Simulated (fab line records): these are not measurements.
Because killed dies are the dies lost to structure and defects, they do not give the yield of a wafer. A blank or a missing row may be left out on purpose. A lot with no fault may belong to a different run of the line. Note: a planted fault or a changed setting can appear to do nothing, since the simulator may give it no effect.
Which tool was responsible? ; flow nand-harc ; 24 lots with 72 wafers sampled at 5 steps, on a route of 1302 steps

== WHAT EACH GAUGE READ, for each wafer ==
NHARC_A_CONTACT_INSPECT_23. Usual: raw-defect-count at 484, with a standard deviation of 110.
lot;measured;on;raw-defect-count;flag
L074;day 22 16:32;defect-inspect-01;673 626 483;
L075;day 23 04:12;defect-inspect-02;323 442 382;
L077;day 23 09:51;defect-inspect-02;531 681 771;
L078;day 23 15:26;defect-inspect-01;453 673 435;
L076;day 23 15:53;defect-inspect-02;543 330 383;
L079;day 25 08:24;defect-inspect-02;482 667 646;
L080;day 25 10:01;defect-inspect-01;467 622 429;
L082;day 25 17:42;defect-inspect-02;556 530 416;
L081;day 25 18:47;defect-inspect-01;411 773 591;
L085;day 27 05:45;defect-inspect-01;463 425 506;
L083;day 27 06:32;defect-inspect-02;378 335 420;
L084;day 27 09:01;defect-inspect-01;331 406 313;
L086;day 27 12:08;defect-inspect-02;563 526 500;
L087;day 28 06:22;defect-inspect-02;558 771 431;
L091;day 28 13:50;defect-inspect-01;492 678 663;
L088;day 28 16:55;defect-inspect-02;339 330 363;
L090;day 29 00:18;defect-inspect-01;562 526 693;
L089;day 29 09:22;defect-inspect-01;458 551 516;
L092;day 29 15:16;defect-inspect-01;440 514 430;
L093;day 30 21:33;defect-inspect-02;426 432 455;
L094;day 31 06:25;defect-inspect-02;412 606 409;
L096;day 31 11:26;defect-inspect-01;582 396 664;
L095;day 31 12:10;defect-inspect-01;372 520 286;
L097;day 31 16:12;defect-inspect-01;479 489 423;

NHARC_A_BLC_INSPECT_28. Usual: raw-defect-count at 509, with a standard deviation of 130.
lot;measured;on;raw-defect-count;flag
L074;day 22 20:02;defect-inspect-02;445 560 486;
L075;day 23 07:43;defect-inspect-01;566 529 473;
L077;day 23 13:23;defect-inspect-01;306 379 373;
L078;day 23 19:32;defect-inspect-02;597 673 574;
L076;day 23 19:57;defect-inspect-01;523 485 470;
L079;day 25 11:55;defect-inspect-01;414 515 678;
L080;day 25 13:43;defect-inspect-01;416 635 458;
L082;day 25 21:22;defect-inspect-01;420 572 443;
L081;day 25 22:35;defect-inspect-01;348 549 475;
L085;day 27 09:23;defect-inspect-01;544 772 775;
L083;day 27 10:43;defect-inspect-01;720 668 579;
L084;day 27 12:41;defect-inspect-02;415 383 389;
L086;day 27 15:40;defect-inspect-01;429 413 382;
L087;day 28 09:54;defect-inspect-02;624 483 467;
L091;day 28 17:56;defect-inspect-01;419 586 574;
L088;day 28 20:35;defect-inspect-02;359 336 443;
L090;day 29 03:49;defect-inspect-01;685 563 451;
L089;day 29 13:02;defect-inspect-01;621 617 522;
L092;day 29 19:24;defect-inspect-02;400 366 354;
L093;day 31 01:14;defect-inspect-01;440 463 366;
L094;day 31 10:04;defect-inspect-01;629 561 731;
L096;day 31 15:05;defect-inspect-02;656 351 562;
L095;day 31 16:35;defect-inspect-02;458 613 550;
L097;day 31 20:04;defect-inspect-02;683 603 595;

== WHICH TOOL RAN EACH LOT (tool, then ch and the chambers of the sampled wafers, then the start) ==
lot;NHARC_A_BLC_DESCUM_15;NHARC_A_BLC_ETCH_18;NHARC_A_BLC_STRIP_29
L074;rie-diel-11 ch 0,2,3, day 22 17:07;rie-diel-11 ch 0,3, day 22 18:10 or earlier;rie-diel-01 ch 0,1,3, day 22 18:10
L075;rie-diel-01 ch 0,2,3, day 23 04:46;rie-diel-01 ch 1,2,3, day 23 05:49 or earlier;rie-diel-11 ch 0,2,3, day 23 05:49
L077;rie-diel-01 ch 1,2,3, day 23 10:26;rie-diel-01 ch 0,2,3, day 23 11:29 or earlier;rie-diel-01 ch 0,1,3, day 23 11:29
L078;rie-diel-03 ch 2,3, day 23 16:00;rie-diel-03 ch 0,1,2, day 23 17:37 or earlier;rie-diel-11 ch 0,2, day 23 17:37
L076;rie-diel-01 ch 0,1, day 23 16:35;rie-diel-01 ch 0,2,3, day 23 17:39 or earlier;rie-diel-03 ch 0,2,3, day 23 17:39
L079;rie-diel-01 ch 1,2,3, day 25 08:59;rie-diel-01 ch 0,2,3, day 25 10:02 or earlier;rie-diel-03 ch 0,1,2, day 25 10:02
L080;rie-diel-11 ch 0,2, day 25 10:43;rie-diel-11 ch 2,3, day 25 11:46 or earlier;rie-diel-01 ch 0,1,3, day 25 11:46
L082;rie-diel-01 ch 0,1,2, day 25 18:16;rie-diel-01 ch 0,1,3, day 25 19:19 or earlier;rie-diel-01 ch 1,2,3, day 25 19:19
L081;rie-diel-11 ch 0,2, day 25 19:20;rie-diel-11 ch 1,2, day 25 20:42 or earlier;rie-diel-01 ch 2,3, day 25 20:42
L085;rie-diel-01 ch 0,1,2, day 27 06:28;rie-diel-01 ch 1,2,3, day 27 07:30 or earlier;rie-diel-01 ch 0,2,3, day 27 07:30
L083;rie-diel-11 ch 0,1,2, day 27 07:13;rie-diel-11 ch 0,1,2, day 27 08:17 or earlier;rie-diel-11 ch 1,2, day 27 08:17
L084;rie-diel-11 ch 0,1,2, day 27 09:43;rie-diel-11 ch 1,2,3, day 27 10:46 or earlier;rie-diel-11 ch 0,2,3, day 27 10:46
L086;rie-diel-11 ch 0,2, day 27 12:43;rie-diel-11 ch 1,2, day 27 13:45 or earlier;rie-diel-11 ch 0,3, day 27 13:45
L087;rie-diel-01 ch 0,1,2, day 28 06:58;rie-diel-01 ch 0,1,2, day 28 07:59 or earlier;rie-diel-01 ch 0,3, day 28 07:59
L091;rie-diel-01 ch 0,2,3, day 28 14:32;rie-diel-01 ch 0,2,3, day 28 15:35 or earlier;rie-diel-03 ch 0,1,3, day 28 15:35
L088;rie-diel-11 ch 0,1,3, day 28 17:37;rie-diel-11 ch 1,2, day 28 18:38 or earlier;rie-diel-01 ch 2,3, day 28 18:38
L090;rie-diel-11 ch 0,2,3, day 29 00:53;rie-diel-11 ch 0,2, day 29 01:56 or earlier;rie-diel-01 ch 0,1,2, day 29 01:56
L089;rie-diel-11 ch 0,1, day 29 10:04;rie-diel-11 ch 1,2,3, day 29 11:07 or earlier;rie-diel-03 ch 1,2,3, day 29 11:07
L092;rie-diel-03 ch 0,1,2, day 29 15:59;rie-diel-03 ch 0,2,3, day 29 17:01 or earlier;rie-diel-01 ch 0,1,3, day 29 17:01
L093;rie-diel-11 ch 0,1,2, day 30 22:16;rie-diel-11 ch 0,1,3, day 30 23:20 or earlier;rie-diel-01 ch 0,1,2, day 30 23:20
L094;rie-diel-01 ch 1,2,3, day 31 07:08;rie-diel-01 ch 0,1,2, day 31 08:10 or earlier;rie-diel-11 ch 0,1,3, day 31 08:10
L096;rie-diel-01 ch 0,1, day 31 12:08;rie-diel-01 ch 1,3, day 31 13:11 or earlier;rie-diel-01 ch 1,2, day 31 13:11
L095;rie-diel-11 ch 1,2, day 31 12:52;rie-diel-11 ch 1,3, day 31 14:07 or earlier;rie-diel-01 ch 0,1,3, day 31 14:07
L097;rie-diel-11 ch 1,2, day 31 16:54;rie-diel-11 ch 1,2, day 31 18:08 or earlier;rie-diel-11 ch 2,3, day 31 18:08
- NHARC_A_BLC_DESCUM_15: chemistry O2, time 3 s.
- NHARC_A_BLC_ETCH_18: etches the open film in C4F8/O2/Ar, target depth 910 nm.
- NHARC_A_BLC_STRIP_29: strips in CF4.

== AS READ BY THE TOOLS THEMSELVES (means over the sampled wafers that have a number; for cases with no such wafer, the mark the record gives instead) ==
NHARC_A_BLC_DESCUM_15. Usual: drypump-motor-current-A 5.8 A, standard deviation 0.4; o2-flow-sccm 200.0 sccm, standard deviation 0.6; oes-product-au 0.997 a.u., standard deviation 0.0089; rf-vpp-V 58.0 V, standard deviation 0.83; showerhead-plenum-p-Torr 1.93 Torr, standard deviation 0.073; throttle-valve-pct 11.312 %, standard deviation 0.0089.
lot;tool;drypump-motor-current-A (A);o2-flow-sccm (sccm);oes-product-au (a.u.);rf-vpp-V (V);showerhead-plenum-p-Torr (Torr);throttle-valve-pct (%);flag
L074;rie-diel-11;5.9;200.3;0.989;58.2;1.91;11.307;
L075;rie-diel-01;5.6;199.8;1.000;57.3;1.92;11.310;
L077;rie-diel-01;5.9;198.9;1.005;57.3;1.94;11.322;
L078;rie-diel-03;5.4;199.9;1.001;57.7;1.87;11.309;
L076;rie-diel-01;6.2;200.0;1.008;57.8;1.92;11.319;
L079;rie-diel-01;5.9;199.9;1.001;57.6;1.94;11.311;
L080;rie-diel-11;6.1;200.7;0.997;58.3;1.94;11.305;
L082;rie-diel-01;6.0;200.1;1.006;58.5;1.91;11.307;
L081;rie-diel-11;6.1;199.5;0.995;58.1;1.94;11.306;
L085;rie-diel-01;6.0;200.4;1.010;58.6;1.91;11.312;
L083;rie-diel-11;5.9;199.8;0.988;57.9;1.92;11.316;
L084;rie-diel-11;5.9;199.5;0.989;58.1;1.92;11.310;
L086;rie-diel-11;6.1;199.5;0.995;57.4;1.94;11.315;
L087;rie-diel-01;6.0;200.1;0.995;58.1;1.91;11.312;
L091;rie-diel-01;5.6;200.2;1.003;58.6;1.92;11.311;
L088;rie-diel-11;5.7;200.3;0.994;58.3;1.89;11.306;
L090;rie-diel-11;5.9;199.7;0.989;57.4;1.91;11.310;
L089;rie-diel-11;5.8;200.3;0.990;58.5;1.91;11.310;
L092;rie-diel-03;5.4;199.9;1.010;58.0;1.92;11.312;
L093;rie-diel-11;5.9;200.5;0.994;58.8;1.92;11.305;
L094;rie-diel-01;5.9;200.2;0.990;58.1;1.94;11.315;
L096;rie-diel-01;5.8;200.1;1.007;57.5;1.90;11.313;
L095;rie-diel-11;5.8;200.1;0.980;58.5;1.99;11.302;
L097;rie-diel-11;5.9;199.9;0.991;58.1;2.00;11.322;

NHARC_A_BLC_ETCH_18. Usual: oes-product-au 0.948 a.u., standard deviation 0.023; rf-vpp-V 980 V, standard deviation 4.8.
lot;tool;oes-product-au (a.u.);rf-vpp-V (V);flag
L074;rie-diel-11;0.954;975;
L075;rie-diel-01;0.974;980;
L077;rie-diel-01;0.923;979;
L078;rie-diel-03;0.927;980;
L076;rie-diel-01;0.926;980;
L079;rie-diel-01;0.965;979;
L080;rie-diel-11;0.932;983;
L082;rie-diel-01;0.941;980;
L081;rie-diel-11;0.926;985;
L085;rie-diel-01;0.961;981;
L083;rie-diel-11;0.962;978;
L084;rie-diel-11;0.963;983;
L086;rie-diel-11;0.965;985;
L087;rie-diel-01;0.964;978;
L091;rie-diel-01;0.957;980;
L088;rie-diel-11;0.968;984;
L090;rie-diel-11;0.956;979;
L089;rie-diel-11;0.966;983;
L092;rie-diel-03;0.982;975;
L093;rie-diel-11;0.916;977;
L094;rie-diel-01;0.926;977;
L096;rie-diel-01;0.918;980;
L095;rie-diel-11;0.959;983;
L097;rie-diel-11;0.917;984;

NHARC_A_BLC_STRIP_29. Usual: drypump-motor-current-A 5.8 A, standard deviation 0.44; oes-product-au 0.999 a.u., standard deviation 0.0099; rf-vpp-V 59.4 V, standard deviation 0.84; showerhead-plenum-p-Torr 1.78 Torr, standard deviation 0.057; throttle-valve-pct 13.285 %, standard deviation 0.0091.
lot;tool;drypump-motor-current-A (A);oes-product-au (a.u.);rf-vpp-V (V);showerhead-plenum-p-Torr (Torr);throttle-valve-pct (%);flag
L074;rie-diel-01;5.8;1.018;59.3;1.79;13.283;
L075;rie-diel-11;5.9;1.000;59.2;1.77;13.290;
L077;rie-diel-01;5.8;1.000;59.2;1.79;13.291;
L078;rie-diel-11;6.1;0.993;59.3;1.71;13.286;
L076;rie-diel-03;5.7;0.995;59.5;1.74;13.290;
L079;rie-diel-03;5.4;1.003;59.9;1.79;13.279;
L080;rie-diel-01;5.8;1.003;59.1;1.79;13.288;
L082;rie-diel-01;5.9;1.003;60.1;1.79;13.285;
L081;rie-diel-01;5.7;1.003;60.1;1.78;13.293;
L085;rie-diel-01;5.6;0.993;58.8;1.78;13.276;
L083;rie-diel-11;5.8;0.990;59.5;1.83;13.297;
L084;rie-diel-11;5.9;0.990;59.3;1.77;13.279;
L086;rie-diel-11;5.9;0.984;58.5;1.69;13.290;
L087;rie-diel-01;5.5;1.004;59.3;1.78;13.282;
L091;rie-diel-03;5.8;1.008;59.1;1.78;13.283;
L088;rie-diel-01;5.7;0.992;59.4;1.78;13.279;
L090;rie-diel-01;6.0;1.000;58.9;1.76;13.284;
L089;rie-diel-03;5.4;1.013;59.5;1.77;13.274;
L092;rie-diel-01;5.8;1.002;59.6;1.79;13.294;
L093;rie-diel-01;6.0;1.004;59.2;1.76;13.282;
L094;rie-diel-11;5.7;0.991;58.9;1.75;13.285;
L096;rie-diel-01;6.1;1.002;60.0;1.77;13.284;
L095;rie-diel-01;5.8;1.000;59.8;1.78;13.288;
L097;rie-diel-11;5.6;0.992;59.9;1.81;13.285;

== THE ANSWER, worked out from the rows above alone ==
Rule: a lot counts as off when the mean over its wafers that have a number is more than 3 standard deviations away from the usual mean. Also off: a lot with no number at a reading for which 4 or more lots have one. Any other lot the step has rows for is counted as sound. After the gauges, taken in route order, come the tools' own readings; for these a lot's mean is taken, as printed above. At the first step where some lot is off, the reading lying furthest off is the one used; lots without a number count as furthest.
Nothing can be told from this: no lot is off at any reading shown.

== WHAT HAD BEEN PUT IN BY THE SIMULATOR ==
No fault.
